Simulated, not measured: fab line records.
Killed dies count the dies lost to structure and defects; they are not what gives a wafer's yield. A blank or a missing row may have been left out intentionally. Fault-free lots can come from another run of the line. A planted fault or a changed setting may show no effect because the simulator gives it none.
fab line records	flow nand-harc	part 1 of 2: steps 1 to 17 of 30
record: lots: 5	wafers: 15	last-day: 24
route steps=1159 shown P_GATE@141
lots with no fault: from the same line, run without faults
start-h: hours from the record's first day to the start of the lot's first wafer shown	wait-h: how many hours have passed since the lot's step before this one	" repeats the value in the row above	L1.1+2: several wafers, shown together as one row	- no value, or no start was given	* or withheld: withheld	< > ~ a bound
route shown NAME@n: NAME is a module with steps in the file, n the number in the route of the first one	usual: mean/standard deviation taken from wafers without a fault	same: alike in all rows	chamber/n: place in a boat	sites: readings site by site	_std_site: their standard deviation	_edge_site: the outer-site mean with the inner-site mean subtracted	radius-mm: for every site, how far away it sits from the centre of the wafer	mask NAME#n: copy n	behind: tool/chamber where the wafer was last shaped	hold: reason for holding the lot/hours on hold/outcome of the hold	device: whichever transistor did not switch (one of n, p or np)	end of line: the same wafers' tests at the end of the route	for a step that has no rows: nothing shown but its recipe	killed: count of dies lost to structure and defects at first sort (not the wafer's yield)	map: a wafer's dies, x killed, . not, _ none there
set.NAME: the setting that was run; set.NAME@STEP: the one run at that earlier step	model.NAME: the simulator's own value behind a step, which no gauge read
lots at some steps of the route; a table a step, a row a wafer
services: from which hour (start-h, from the record's first day; less than 0 if before it) a tool's chamber was out of use, for how many hours, and why
== steps ==
step: NHARC_P_GATE_CD_MEAS_26
recipe: target-cd-nm: 120	landing-energy-ev: 500
usual: cd-nm: 120.1/0.74
lot.wafer	tool	chamber	start-h	wait-h	cd-nm
L075.1	cd-sem-03	0	96.95	-	118.4
L075.4	"	0	"	"	119.0
L075.6	"	0	"	"	119.2
L083.2	cd-sem-03	0	150.11	-	120.2
L083.4	"	0	"	"	120.6
L083.5	"	0	"	"	120.0
L087.1	cd-sem-01	0	171.82	-	120.8
L087.4	"	0	"	"	120.8
L087.6	"	0	"	"	120.2
L092.2	cd-sem-02	0	193.99	-	119.6
L092.5	"	0	"	"	121.2
L092.6	"	0	"	"	120.0
L097.1	cd-sem-03	0	222.03	-	119.9
L097.3	"	0	"	"	120.2
L097.6	"	0	"	"	120.6
step: NHARC_P_GATE_OVL_MEAS_27
usual: overlay-x-nm: 0.0/0.85	overlay-y-nm: 0.1/0.95
lot.wafer	tool	chamber	start-h	wait-h	overlay-x-nm	overlay-y-nm
L075.1	overlay-01	-	97.04	-	1.2	0.3
L075.4	"	-	"	"	0.4	-0.2
L075.6	"	-	"	"	0.8	-0.4
L083.2	overlay-01	-	150.19	-	-0.9	-0.8
L083.4	"	-	"	"	-0.4	-0.5
L083.5	"	-	"	"	-0.4	-0.5
L087.1	overlay-02	-	171.91	-	-0.3	2.1
L087.4	"	-	"	"	-0.1	2.2
L087.6	"	-	"	"	0.8	1.9
L092.2	overlay-01	-	194.07	-	1.8	0.2
L092.5	"	-	"	"	1.4	0.9
L092.6	"	-	"	"	1.2	0.5
L097.1	overlay-02	-	222.12	-	0.3	-1.6
L097.3	"	-	"	"	0.4	-1.4
L097.6	"	-	"	"	-0.2	-1.5
step: NHARC_P_GATE_INSPECT_28
usual: raw-defect-count: 5.8/2.7
lot.wafer	tool	chamber	start-h	wait-h	raw-defect-count
L075.1	defect-inspect-01	-	97.07	0.0	4
L075.4	"	-	"	"	3
L075.6	"	-	"	"	6
L083.2	defect-inspect-02	-	150.23	0.0	8
L083.4	"	-	"	"	14
L083.5	"	-	"	"	4
L087.1	defect-inspect-02	-	171.95	0.0	5
L087.4	"	-	"	"	3
L087.6	"	-	"	"	7
L092.2	defect-inspect-02	-	194.11	0.0	3
L092.5	"	-	"	"	6
L092.6	"	-	"	"	11
L097.1	defect-inspect-01	-	222.15	0.0	5
L097.3	"	-	"	"	4
L097.6	"	-	"	"	9
step: NHARC_P_GATE_DESCUM_31
recipe: time-s: 3	o2-flow-sccm: 200	ar-flow-sccm: 0	bias-power-w: 0	chemistry: O2
usual: chamber-pressure-mTorr: 60.00/0.047	drypump-motor-current-A: 5.8/0.42	oes-product-au: 0.999/0.012	rf-vpp-V: 58.1/0.91	showerhead-plenum-p-Torr: 1.95/0.089	throttle-valve-pct: 11.311/0.0089
lot.wafer	tool	chamber	start-h	wait-h	chamber-pressure-mTorr	drypump-motor-current-A	oes-product-au	rf-hours-counter-h	rf-vpp-V	showerhead-plenum-p-Torr	throttle-valve-pct
L075.4	rie-diel-09	1	97.13	0.1	59.94	5.7	0.989	4	59.4	1.95	11.295
L075.1	"	3	"	"	60.04	5.1	1.031	3	58.9	2.04	11.307
L075.6	"	1	"	"	60.04	5.7	0.999	-	57.6	1.95	11.307
L083.2	rie-diel-09	3	150.30	0.1	59.99	5.1	1.015	16	59.8	2.03	11.322
L083.4	"	1	"	"	59.92	5.8	1.001	18	58.9	1.95	11.315
L083.5	"	3	"	"	59.99	5.1	1.018	-	56.9	2.03	11.308
L087.1	rie-diel-09	0	172.01	0.1	59.93	6.0	1.005	27	58.6	1.97	11.321
L087.4	"	2	"	"	60.06	5.7	0.997	28	58.6	2.07	11.317
L087.6	"	1	"	"	59.98	5.7	0.992	-	58.7	1.94	11.301
L092.2	rie-diel-07	1	194.17	0.1	60.01	6.2	1.001	26	56.6	1.88	11.313
L092.6	"	1	"	"	60.04	6.2	1.008	-	58.1	1.88	11.305
L092.5	"	2	"	"	59.95	5.5	0.995	-	57.4	1.81	11.289
L097.1	rie-diel-10	0	222.23	0.1	60.04	6.1	0.971	15	57.7	1.90	11.313
L097.3	"	1	"	"	60.00	5.8	0.996	15	58.7	1.95	11.312
L097.6	"	3	"	"	59.94	5.0	0.986	-	57.9	2.07	11.319
step: NHARC_P_GATE_ETCH_104
recipe: target-depth-a: 600	time-s: withheld	cf4-flow-sccm: 100	chf3-flow-sccm: 30	ar-flow-sccm: 0	rf-w: 500	bias-w: 200	chemistry: CF4/CHF3
usual: chamber-pressure-mTorr: 25.001/0.021	drypump-motor-current-A: 5.8/0.42	oes-product-au: 0.951/0.021	rf-vpp-V: 371.4/2.4	showerhead-plenum-p-Torr: 1.60/0.067	throttle-valve-pct: 16.803/0.0091
lot.wafer	tool	chamber	start-h	wait-h	chamber-pressure-mTorr	drypump-motor-current-A	oes-product-au	rf-vpp-V	showerhead-plenum-p-Torr	throttle-valve-pct
L075.1	rie-diel-09	3	97.28	0.1	25.030	5.1	0.966	373.3	1.67	16.805
L075.4	"	0	"	"	25.014	5.9	0.944	373.0	1.63	16.801
L075.6	"	2	"	"	25.005	5.8	0.946	375.2	1.70	16.790
L083.2	rie-diel-09	2	150.38	0.1	25.009	5.8	0.927	374.2	1.69	16.802
L083.4	"	3	"	"	24.989	5.1	0.934	373.2	1.66	16.805
L083.5	"	0	"	"	25.021	5.9	0.927	372.8	1.62	16.788
L087.4	rie-diel-09	0	172.23	0.2	24.987	5.9	0.943	373.1	1.62	16.796
L087.1	"	1	"	"	25.026	5.7	0.954	372.0	1.60	16.804
L087.6	"	0	"	"	25.013	6.0	0.947	372.6	1.62	16.786
L092.2	rie-diel-07	3	194.26	0.1	25.000	6.0	0.933	369.7	1.59	16.808
L092.6	"	3	"	"	24.984	6.0	0.926	371.9	1.59	16.803
L092.5	"	0	"	"	25.001	6.3	0.900	374.6	1.64	16.790
L097.1	rie-diel-10	3	222.30	0.1	25.003	5.0	0.944	374.3	1.70	16.801
L097.3	"	0	"	"	25.016	6.0	0.969	370.7	1.56	16.799
L097.6	"	0	"	"	25.013	6.0	0.968	369.4	1.56	16.806
step: NHARC_P_GATE_HM_OPEN_105
recipe: target-depth-a: 3600	o2-flow-sccm: 400	cos-flow-sccm: 20	ar-flow-sccm: 0	rf-w: 500	bias-w: 300	chemistry: O2/COS
usual: chamber-pressure-mTorr: 19.997/0.018	drypump-motor-current-A: 5.8/0.43	oes-product-au: 0.997/0.011	rf-vpp-V: 468/3	showerhead-plenum-p-Torr: 3.18/0.14	throttle-valve-pct: 28.331/0.0086
lot.wafer	tool	chamber	start-h	wait-h	chamber-pressure-mTorr	drypump-motor-current-A	oes-product-au	rf-hours-counter-h	rf-vpp-V	showerhead-plenum-p-Torr	throttle-valve-pct
L075.1	rie-diel-09	1	-	-	20.018	5.8	0.996	4	467	3.18	28.331
L075.4	"	2	"	"	20.006	5.8	1.000	4	472	3.37	28.329
L075.6	"	3	"	"	20.001	5.1	1.012	-	471	3.31	28.331
L083.2	rie-diel-09	0	-	-	19.999	5.9	1.010	19	472	3.22	28.333
L083.4	"	1	"	"	19.988	5.8	0.990	18	469	3.17	28.323
L083.5	"	0	"	"	19.997	5.9	0.995	-	470	3.22	28.327
L087.4	rie-diel-09	1	-	-	20.000	5.8	0.987	26	469	3.17	28.344
L087.1	"	0	"	"	19.994	5.9	0.994	27	469	3.22	28.341
L087.6	"	2	"	"	19.988	5.7	0.984	-	474	3.36	28.337
L092.2	rie-diel-07	3	-	-	20.043	6.0	0.991	26	467	3.16	28.330
L092.6	"	0	"	"	20.007	6.3	0.980	-	471	3.26	28.327
L092.5	"	1	"	"	20.008	6.2	1.002	-	465	3.07	28.321
L097.3	rie-diel-10	3	-	-	19.994	5.0	0.967	16	474	3.36	28.345
L097.1	"	0	"	"	20.006	6.1	0.990	15	466	3.10	28.332
L097.6	"	1	"	"	19.996	5.8	1.010	-	468	3.17	28.320
step: NHARC_P_GATE_STRIP_106
recipe: o2-flow-sccm: 400	cos-flow-sccm: 20	ar-flow-sccm: 0	bias-w: 0	chemistry: O2/COS
lot.wafer	tool	chamber	start-h	wait-h
L075.1+4+6	rie-diel-09	1,2,1	-	-
L083.4+2+5	rie-diel-09	3,0,3	-	-
L087.4+1+6	rie-diel-09	2,0,3	-	-
L092.2+5+6	rie-diel-07	1,0,1	-	-
L097.3+1+6	rie-diel-10	3,0,2	-	-
step: NHARC_P_GATE_ETCH_114
recipe: target-depth-a: 300	overetch-a: 30	time-s: 16.5	ion-energy-ev: 100	cf4-flow-sccm: 80	o2-flow-sccm: 20	ar-flow-sccm: 0	rf-w: 300	bias-w: 100	chemistry: CF4/O2
usual: chamber-pressure-mTorr: 29.998/0.03	drypump-motor-current-A: 5.8/0.43	oes-product-au: 0.999/0.011	rf-vpp-V: 198.3/1.4	showerhead-plenum-p-Torr: 1.36/0.061	throttle-valve-pct: 13.398/0.0092
lot.wafer	tool	chamber	start-h	wait-h	chamber-pressure-mTorr	drypump-motor-current-A	oes-product-au	rf-hours-counter-h	rf-vpp-V	showerhead-plenum-p-Torr	throttle-valve-pct
L075.1	rie-diel-09	3	-	-	30.002	5.1	1.013	4	198.9	1.42	13.396
L075.4	"	0	"	"	29.980	5.9	0.981	4	199.4	1.38	13.408
L075.6	"	2	"	"	29.975	5.7	0.996	-	200.0	1.45	13.405
L083.4	rie-diel-09	0	-	-	30.021	5.9	0.995	19	198.9	1.38	13.407
L083.2	"	1	"	"	30.043	5.7	0.995	18	198.2	1.36	13.363
L083.5	"	1	"	"	29.941	5.7	0.999	-	198.5	1.36	13.395
L087.4	rie-diel-09	3	-	-	29.996	5.1	1.015	24	200.3	1.41	13.404
L087.1	"	0	"	"	29.948	5.8	0.993	27	199.7	1.38	13.389
L087.6	"	2	"	"	29.992	5.7	0.989	-	199.6	1.44	13.411
L092.2	rie-diel-07	0	-	-	29.974	6.3	0.974	26	198.9	1.40	13.402
L092.6	"	2	"	"	29.955	5.5	0.998	-	197.5	1.26	13.410
L092.5	"	3	"	"	29.967	6.0	1.006	-	198.0	1.35	13.404
L097.3	rie-diel-10	3	-	-	29.976	5.0	0.991	16	199.8	1.44	13.392
L097.1	"	1	"	"	30.036	5.7	1.010	15	200.0	1.36	13.401
L097.6	"	3	"	"	29.926	5.0	0.991	-	200.2	1.44	13.399
step: NHARC_P_GATE_ETCH_32
recipe: target-depth-a: 1500	over-etch-frac: 1	over-etch-ion-energy-ev: 40	time-s: 100.1	hbr-flow-sccm: 150	cl2-flow-sccm: 50	rf-w: 400	icp-w: 400	bias-w: 100	chemistry: HBr/Cl2
usual: chamber-pressure-mTorr: 14.997/0.013	drypump-motor-current-A: 5.7/0.38	oes-product-au: 0.996/0.015	throttle-valve-pct: 26.405/0.0092
lot.wafer	tool	chamber	start-h	wait-h	chamber-pressure-mTorr	drypump-motor-current-A	oes-product-au	rf-hours-counter-h	throttle-valve-pct
L075.4	rie-si-06	2	97.76	-	14.995	6.1	0.987	0.7	26.405
L075.1	"	1	"	"	15.003	5.2	0.998	0.5	26.408
L075.6	"	3	"	"	14.996	6.3	0.994	-	26.399
L083.4	rie-si-06	2	150.75	-	15.003	6.1	0.977	1.2	26.393
L083.2	"	0	"	"	15.015	5.3	0.998	1.1	26.405
L083.5	"	2	"	"	15.004	6.1	0.983	-	26.414
L087.4	rie-si-03	2	172.67	-	15.000	6.2	0.959	0.0	26.405
L087.1	"	3	"	"	15.011	5.9	0.980	0.0	26.408
L087.6	"	1	"	"	14.980	5.2	0.978	-	26.417
L092.2	rie-si-04	0	194.65	-	14.991	6.0	1.013	0.8	26.418
L092.6	"	3	"	"	14.988	5.6	1.005	-	26.398
L092.5	"	0	"	"	14.983	6.0	1.005	-	26.410
L097.1	rie-si-03	2	222.71	-	14.995	6.2	0.966	0.5	26.392
L097.3	"	3	"	"	15.015	5.8	0.960	0.4	26.392
L097.6	"	3	"	"	15.010	5.9	0.963	-	26.420
step: NHARC_P_GATE_STRIP_108
recipe: o2-flow-sccm: 500	ar-flow-sccm: 0	bias-w: 0	chemistry: O2
usual: chamber-pressure-mTorr: 60.00/0.059	drypump-motor-current-A: 5.9/0.41	oes-product-au: 0.998/0.011	rf-vpp-V: 57.9/0.96	showerhead-plenum-p-Torr: 3.57/0.14	throttle-valve-pct: 17.037/0.0089
lot.wafer	tool	chamber	start-h	wait-h	chamber-pressure-mTorr	drypump-motor-current-A	oes-product-au	rf-hours-counter-h	rf-vpp-V	showerhead-plenum-p-Torr	throttle-valve-pct
L075.1	rie-diel-07	3	97.93	-	60.05	6.0	1.006	7	57.3	3.58	17.033
L075.4	"	0	"	"	59.95	6.3	1.024	7	57.1	3.69	17.058
L075.6	"	2	"	"	60.01	5.5	1.014	-	56.9	3.36	17.042
L083.2	rie-diel-09	3	150.91	-	60.00	5.1	1.005	16	57.4	3.73	17.034
L083.4	"	1	"	"	59.95	5.8	1.003	18	58.0	3.59	17.034
L083.5	"	0	"	"	59.99	5.9	1.001	-	57.3	3.64	17.041
L087.1	rie-diel-07	2	172.81	-	60.01	5.5	1.009	21	56.3	3.35	17.043
L087.4	"	0	"	"	60.00	6.3	0.984	21	59.6	3.68	17.049
L087.6	"	1	"	"	59.96	6.3	1.008	-	58.4	3.48	17.046
L092.2	rie-diel-07	0	194.87	-	59.99	6.3	0.977	26	56.2	3.68	17.026
L092.6	"	1	"	"	60.02	6.2	1.009	-	56.7	3.48	17.035
L092.5	"	2	"	"	60.07	5.6	1.000	-	57.6	3.35	17.039
L097.3	rie-diel-09	2	222.89	-	60.00	5.8	1.001	49	60.3	3.78	17.032
L097.1	"	3	"	"	60.02	5.1	1.012	48	57.1	3.71	17.036
L097.6	"	1	"	"	60.01	5.8	0.993	-	59.0	3.57	17.035
step: NHARC_P_GATE_CD_MEAS_33
usual: cd-nm: 120/4
lot.wafer	tool	chamber	start-h	wait-h	cd-nm
L075.1	cd-sem-01	-	98.09	-	123
L075.4	"	-	"	"	118
L075.6	"	-	"	"	114
L083.2	cd-sem-01	-	151.09	-	117
L083.4	"	-	"	"	126
L083.5	"	-	"	"	120
L087.1	cd-sem-01	-	172.97	-	120
L087.4	"	-	"	"	121
L087.6	"	-	"	"	121
L092.2	cd-sem-03	-	195.00	-	118
L092.5	"	-	"	"	112
L092.6	"	-	"	"	125
L097.1	cd-sem-01	-	223.04	-	117
L097.3	"	-	"	"	116
L097.6	"	-	"	"	125
step: NHARC_P_GATE_STRIP_35
recipe: time-s: 600	temp-c: 130	chemistry: SPM
usual: temp-c: 130.00/0.15
lot.wafer	tool	chamber	start-h	wait-h	temp-c
L075.6	wet-bench-02	5	98.19	0.1	130.19
L075.1	"	6	"	"	129.89
L075.4	"	7	"	"	130.00
L083.5	wet-bench-04	6	151.19	0.1	129.98
L083.4	"	7	"	"	129.92
L083.2	"	0	"	"	130.15
L087.4	wet-bench-04	7	173.06	0.1	129.90
L087.6	"	0	"	"	130.14
L087.1	"	1	"	"	129.88
L092.5	wet-bench-01	4	195.08	0.1	129.93
L092.2	"	5	"	"	129.89
L092.6	"	7	"	"	129.94
L097.6	wet-bench-02	3	223.15	0.1	130.19
L097.3	"	4	"	"	129.87
L097.1	"	5	"	"	130.06
step: NHARC_P_GATE_PRECLEAN_73
recipe: time-s: *	temp-c: 50	bath-age-min: 0	chemistry: SC1
usual: h2o2-flow-mL-min: 56.61/0.17	temp-c: 50.00/0.11
lot.wafer	tool	chamber	start-h	wait-h	h2o2-flow-mL-min	temp-c
L075.6	wet-bench-02	5	-	-	56.73	50.11
L075.1	"	6	"	"	56.56	50.04
L075.4	"	7	"	"	56.60	50.01
L083.5	wet-bench-04	6	-	-	56.77	49.91
L083.4	"	7	"	"	56.73	49.93
L083.2	"	0	"	"	56.68	49.99
L087.4	wet-bench-04	7	-	-	56.83	49.93
L087.6	"	0	"	"	56.59	50.09
L087.1	"	1	"	"	56.60	50.00
L092.5	wet-bench-01	4	-	-	56.74	49.90
L092.2	"	5	"	"	56.73	50.06
L092.6	"	7	"	"	56.40	49.99
L097.6	wet-bench-02	3	-	-	56.72	49.84
L097.3	"	4	"	"	56.59	49.96
L097.1	"	5	"	"	56.53	49.82
step: NHARC_P_GATE_SRD_74
lot.wafer	tool	chamber	start-h	wait-h
L075.6+1+4	wet-bench-02	5,6,7	-	-
L083.5+4+2	wet-bench-04	6,7,0	-	-
L087.4+6+1	wet-bench-04	7,0,1	-	-
L092.5+2+6	wet-bench-01	4,5,7	-	-
L097.6+3+1	wet-bench-02	3,4,5	-	-
step: NHARC_P_GATE_ALD_36
recipe: target-thk-a: 200	pulse-time-s: 60	ald-cycles: 223	temp-c: 400	material: SiNx
usual: heater-power-w: 884/85	precursor-pulse-height-rel: 1.002/0.022
lot.wafer	tool	chamber	start-h	wait-h	heater-power-w	precursor-pulse-height-rel
L075.1	ald-sin-01	3	98.55	-	916	0.964
L075.4	"	1	100.68	-	808	1.022
L075.6	"	0	103.88	-	818	1.000
L083.4	ald-sin-04	2	152.59	-	981	1.002
L083.2	"	3	153.63	-	799	1.016
L083.5	"	2	156.77	-	995	0.994
L087.1	ald-sin-02	0	174.49	-	947	1.026
L087.4	"	2	176.60	-	862	0.954
L087.6	"	3	177.65	-	871	1.036
L092.2	ald-sin-02	1	198.63	-	852	1.019
L092.5	"	3	200.75	-	848	1.035
L092.6	"	0	201.82	-	930	0.982
L097.3	ald-sin-01	2	224.89	-	1064	1.024
L097.1	"	3	226.27	-	922	0.981
L097.6	"	3	230.41	-	922	0.996
step: NHARC_P_GATE_ETCHBACK_37
recipe: target-depth-a: 345	time-s: 17.2	chf3-flow-sccm: 50	o2-flow-sccm: 10	ar-flow-sccm: 200	rf-w: 500	bias-w: 200	chemistry: CHF3/O2
usual: chamber-pressure-mTorr: 25.000/0.023	drypump-motor-current-A: 5.8/0.43	oes-product-au: 0.94/0.032	rf-vpp-V: 371.3/2.3	showerhead-plenum-p-Torr: 2.44/0.1	throttle-valve-pct: 20.571/0.0092
lot.wafer	tool	chamber	start-h	wait-h	chamber-pressure-mTorr	drypump-motor-current-A	oes-product-au	rf-hours-counter-h	rf-vpp-V	showerhead-plenum-p-Torr	throttle-valve-pct
L075.4	rie-diel-07	3	-	-	24.997	6.0	0.93	9	371.1	2.44	20.564
L075.1	"	0	"	"	24.991	6.3	0.93	10	374.7	2.52	20.584
L075.6	"	3	"	"	24.995	6.0	0.92	-	371.1	2.43	20.550
L083.2	rie-diel-09	3	-	-	24.987	5.1	0.94	19	374.5	2.54	20.560
L083.4	"	0	"	"	24.998	5.9	0.92	22	372.7	2.48	20.581
L083.5	"	3	"	"	25.045	5.1	0.94	-	373.5	2.54	20.583
L087.1	rie-diel-07	0	-	-	24.988	6.3	0.91	23	372.8	2.51	20.560
L087.4	"	1	"	"	25.041	6.2	0.92	23	370.1	2.37	20.582
L087.6	"	1	"	"	24.981	6.2	0.92	-	370.8	2.37	20.574
L092.2	rie-diel-09	1	-	-	24.985	5.8	0.99	39	369.8	2.43	20.552
L092.5	"	3	"	"	24.969	5.1	1.02	-	374.0	2.53	20.574
L092.6	"	0	"	"	25.007	6.0	0.99	-	371.3	2.47	20.585
L097.3	rie-diel-09	3	-	-	25.009	5.1	0.94	53	373.8	2.53	20.579
L097.1	"	1	"	"	25.014	5.7	0.92	51	370.2	2.43	20.573
L097.6	"	0	"	"	24.971	5.9	0.92	-	372.6	2.46	20.579
step: NHARC_P_GATE_STRIP_101
recipe: time-s: 20	o2-flow-sccm: 500	ar-flow-sccm: 0	bias-w: 0	chemistry: O2
usual: chamber-pressure-mTorr: 60.01/0.054	drypump-motor-current-A: 5.9/0.42	oes-product-au: 0.999/0.012	rf-vpp-V: 57.9/0.87	showerhead-plenum-p-Torr: 3.58/0.14	throttle-valve-pct: 17.036/0.009
lot.wafer	tool	chamber	start-h	wait-h	chamber-pressure-mTorr	drypump-motor-current-A	oes-product-au	rf-hours-counter-h	rf-vpp-V	showerhead-plenum-p-Torr	throttle-valve-pct
L075.4	rie-diel-07	0	108.22	0.1	60.05	6.3	0.992	10	58.8	3.69	17.041
L075.1	"	1	"	"	59.96	6.2	0.995	10	57.7	3.48	17.049
L075.6	"	3	"	"	59.96	6.0	1.014	-	57.2	3.58	17.031
L083.4	rie-diel-09	3	161.15	0.1	59.93	5.1	1.014	19	59.2	3.73	17.033
L083.2	"	1	"	"	59.91	5.8	0.991	22	57.4	3.58	17.046
L083.5	"	0	"	"	60.03	6.0	1.004	-	57.5	3.64	17.040
L087.4	rie-diel-07	0	183.04	0.1	59.90	6.3	0.987	23	59.3	3.68	17.033
L087.1	"	2	"	"	60.00	5.5	1.000	23	57.9	3.35	17.049
L087.6	"	0	"	"	60.12	6.3	0.987	-	57.5	3.68	17.043
L092.2	rie-diel-09	0	206.15	0.1	60.01	5.9	0.991	41	58.0	3.62	17.016
L092.5	"	0	"	"	60.06	6.0	1.004	-	57.2	3.63	17.028
L092.6	"	1	"	"	60.11	5.8	0.994	-	58.2	3.57	17.037
L097.3	rie-diel-09	1	235.06	0.1	60.00	5.8	0.980	51	56.6	3.57	17.032
L097.1	"	3	"	"	60.00	5.1	1.021	53	57.8	3.71	17.032
L097.6	"	2	"	"	59.93	5.8	0.993	-	58.2	3.78	17.038
